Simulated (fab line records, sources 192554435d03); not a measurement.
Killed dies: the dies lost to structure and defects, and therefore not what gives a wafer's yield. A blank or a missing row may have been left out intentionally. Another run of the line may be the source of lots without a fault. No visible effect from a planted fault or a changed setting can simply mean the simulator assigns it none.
Chamber matching + flow n5-finfet + N5_HKMG_FIN_ETCH_55 on rie-diel-04: 4 sister chambers
The step etches SOC in N2/H2, target depth 240 nm, time 300 s. 14 wafers are shown with their chamber, then 7 later ones without.

## WAFERS WITH THEIR CHAMBER
| wafer  | chamber | showerhead-plenum-p-Torr (Torr) | throttle-valve-pct (%) | oes-product-au (a.u.) |
|--------|---------|---------------------------------|------------------------|-----------------------|
| L085.1 | 3       | 2.69                            | 17.59                  | 0.88                  |
| L085.2 | 0       | 2.45                            | 17.56                  | 0.79                  |
| L085.5 | 1       | 2.46                            | 17.64                  | 0.82                  |
| L086.1 | 1       | 2.46                            | 17.66                  | 0.81                  |
| L086.3 | 0       | 2.45                            | 17.56                  | 0.78                  |
| L086.4 | 3       | 2.69                            | 17.61                  | 0.87                  |
| L089.1 | 3       | 2.68                            | 17.59                  | 0.87                  |
| L089.3 | 2       | 2.61                            | 18.08                  | 0.69                  |
| L089.5 | 0       | 2.45                            | 17.57                  | 0.77                  |
| L091.3 | 0       | 2.45                            | 17.60                  | 0.76                  |
| L091.4 | 2       | 2.61                            | 18.10                  | 0.69                  |
| L091.5 | 2       | 2.61                            | 18.10                  | 0.69                  |
| L093.1 | 3       | 2.68                            | 17.62                  | 0.87                  |
| L093.4 | 0       | 2.44                            | 17.59                  | 0.77                  |

SIGNATURES, as means of the wafers listed above
| reading                  | chamber 0 | chamber 1 | chamber 2 | chamber 3 | scatter within a chamber |
|--------------------------|-----------|-----------|-----------|-----------|--------------------------|
| showerhead-plenum-p-Torr | 2.4480    | 2.4600    | 2.6100    | 2.6850    | 0.00424                  |
| throttle-valve-pct       | 17.5760   | 17.6500   | 18.0933   | 17.6025   | 0.0157                   |
| oes-product-au           | 0.7740    | 0.8150    | 0.6900    | 0.8725    | 0.00803                  |
Rule: for a wafer and a chamber, the distance is found by dividing, reading by reading, the gap between the wafer's reading and the chamber's mean by the reading's scatter, squaring, summing and taking the root. The wafer belongs to the nearest chamber; if the next one is less than 2 further off, it can't be placed. How the scatter is found: for the shown wafers, subtract from each reading the mean of its chamber, square and add these, divide the total by (wafers less chambers), then take the root.

## WAFERS MISSING THEIR CHAMBER
| wafer  | showerhead-plenum-p-Torr (Torr) | throttle-valve-pct (%) | oes-product-au (a.u.) |
|--------|---------------------------------|------------------------|-----------------------|
| L093.5 | 2.46                            | 17.67                  | 0.80                  |
| L095.2 | 2.68                            | 17.61                  | 0.85                  |
| L095.3 | 2.61                            | 18.12                  | 0.69                  |
| L095.5 | 2.61                            | 18.12                  | 0.68                  |
| L097.3 | 2.44                            | 17.60                  | 0.76                  |
| L097.5 | 2.68                            | 17.62                  | 0.85                  |
| L097.6 | 2.44                            | 17.60                  | 0.76                  |

## WHICH CHAMBER EACH ONE RAN IN
| wafer  | from the rows above | in truth |
|--------|---------------------|----------|
| L093.5 | 1                   | 1        |
| L095.2 | 3                   | 3        |
| L095.3 | 2                   | 2        |
| L095.5 | 2                   | 2        |
| L097.3 | 0                   | 0        |
| L097.5 | 3                   | 3        |
| L097.6 | 0                   | 0        |
7 of 7 placed correctly. Not placeable from these rows: 0. Wrongly placed: 0.
